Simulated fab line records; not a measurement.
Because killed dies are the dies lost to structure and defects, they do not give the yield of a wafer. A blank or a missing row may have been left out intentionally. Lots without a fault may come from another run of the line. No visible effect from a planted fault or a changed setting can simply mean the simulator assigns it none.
Split-lot trial    flow n5Finfet    on a route of 1938 steps: 7 lots, 39 wafers read

## ON THE SPLIT
At N5_MOL_CONTACT_COAG_ETCH_67 (etches SOC in N2/H2, target depth 60 nm, overetch 21 nm, time 101.2 s), the setting sourceW was moved away from the recipe's 840 W on 12 of the 39 wafers read, by -17.8% to +6.3%. The other wafers ran this setting at the recipe's value.

The reading comes from the split's own step.

## THE READING
rfVppV, in V, at N5_MOL_CONTACT_COAG_ETCH_67 (etches SOC in N2/H2, target depth 60 nm, overetch 21 nm, time 101.2 s). A value of 524.4 V with a standard deviation of 2.7 V is what fault-free wafers of this fab line usually give.

wafer   tool, chamber at the split  sourceW as run, W  against the recipe  rfVppV, V  against lot-mates on the recipe
L078.1  rieDiel-03, 1               690.3              -17.8%              557.1      +31.8
L078.2  rieDiel-03, 2               690.3              -17.8%              558.2      +32.9
L078.3  rieDiel-03, 0               840                recipe              525.7      -
L078.4  rieDiel-03, 0               840                recipe              526.8      -
L078.5  rieDiel-03, 1               690.3              -17.8%              556.8      +31.5
L078.6  rieDiel-03, 2               840                recipe              523.3      -
L083.1  rieDiel-01, 3               840                recipe              527.9      -
L083.2  rieDiel-01, 0               840                recipe              527.5      -
L083.3  rieDiel-01, 1               840                recipe              524.5      -
L083.4  rieDiel-01, 2               840                recipe              525.5      -
L083.5  rieDiel-01, 0               840                recipe              529.4      -
L083.6  rieDiel-01, 3               840                recipe              528.2      -
L084.1  rieDiel-03, 0               840                recipe              525.8      -
L084.2  rieDiel-03, 1               840                recipe              522.0      -
L084.3  rieDiel-03, 2               840                recipe              523.1      -
L084.4  rieDiel-03, 0               840                recipe              527.0      -
L084.5  rieDiel-03, 1               840                recipe              523.2      -
L084.6  rieDiel-03, 2               840                recipe              522.3      -
L090.2  rieDiel-03, 0               840                recipe              524.5      -
L090.3  rieDiel-03, 2               840                recipe              521.9      -
L090.6  rieDiel-03, 2               840                recipe              522.2      -
L091.1  rieDiel-01, 3               892.7              +6.3%               518.6      -8.1
L091.2  rieDiel-01, 0               840                recipe              527.4      -
L091.3  rieDiel-01, 2               892.7              +6.3%               514.9      -11.8
L091.4  rieDiel-01, 1               840                recipe              524.3      -
L091.5  rieDiel-01, 3               892.7              +6.3%               519.0      -7.7
L091.6  rieDiel-01, 0               840                recipe              528.4      -
L095.1  rieDiel-01, 1               774.8              -7.8%               539.4      +12.4
L095.2  rieDiel-01, 0               840                recipe              529.0      -
L095.3  rieDiel-01, 3               840                recipe              528.0      -
L095.4  rieDiel-01, 2               774.8              -7.8%               540.1      +13.1
L095.5  rieDiel-01, 1               840                recipe              523.9      -
L095.6  rieDiel-01, 2               774.8              -7.8%               538.6      +11.6
L096.1  rieDiel-01, 3               840                recipe              528.5      -
L096.2  rieDiel-01, 0               789.4              -6.0%               539.6      +13.0
L096.3  rieDiel-01, 1               840                recipe              524.7      -
L096.4  rieDiel-01, 2               789.4              -6.0%               535.7      +9.1
L096.5  rieDiel-01, 2               840                recipe              526.5      -
L096.6  rieDiel-01, 3               789.4              -6.0%               538.2      +11.6

FIT RESULTS
A straight line over all 39 wafers: rfVppV changes by -1.73 V for each +1% of sourceW; r = -0.97; the points scatter about the line by 2.3 V.
The same after taking each lot's own level away (the mean of its wafers on the recipe; 39 wafers): -1.74 V for each +1%; r = -0.98; scatter 1.8 V.
Per that fit: largest sourceW move, reading shift of 31 V.
Across the lots, their own levels run from 522.87 to 527.17 V, a range of 1.6 times the standard deviation given above.
The two slopes agree, so the slope changes little with the lot-to-lot level.
Check: +31 V against its lot-mates is what the line predicts for one of the wafers moved furthest among these (-17.8%) when that wafer is left out of the fit. Against them it came out at +31.8 V.
Tool readings at the split's step, against how far the setting was moved: rfVppV r = -0.97.

## OTHER SPLITS APPLIED TO THESE WAFERS
Before the reading, these wafers also passed through other splits. Each is held against what the fit with the lots' levels taken away leaves over:
other split on the same wafers         wafers away from the commonest value  r with rfVppV (lot level and that fit taken away)
N5_FIN_SAQP_SPACER1_ALD_24 tempC       18                                    -0.06
N5_DUMMY_GATE_ETCH_31 targetDepthA     15                                    -0.06
N5_SD_EPI_P_ETCH_36 biasW              9                                     -0.16
N5_MOL_CONTACT_COAG_VIA_ETCH_46 biasW  12                                    +0.13

## FILE'S OWN FIT
rfVppV changes by -1.75 V for each +1% of sourceW, r = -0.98.
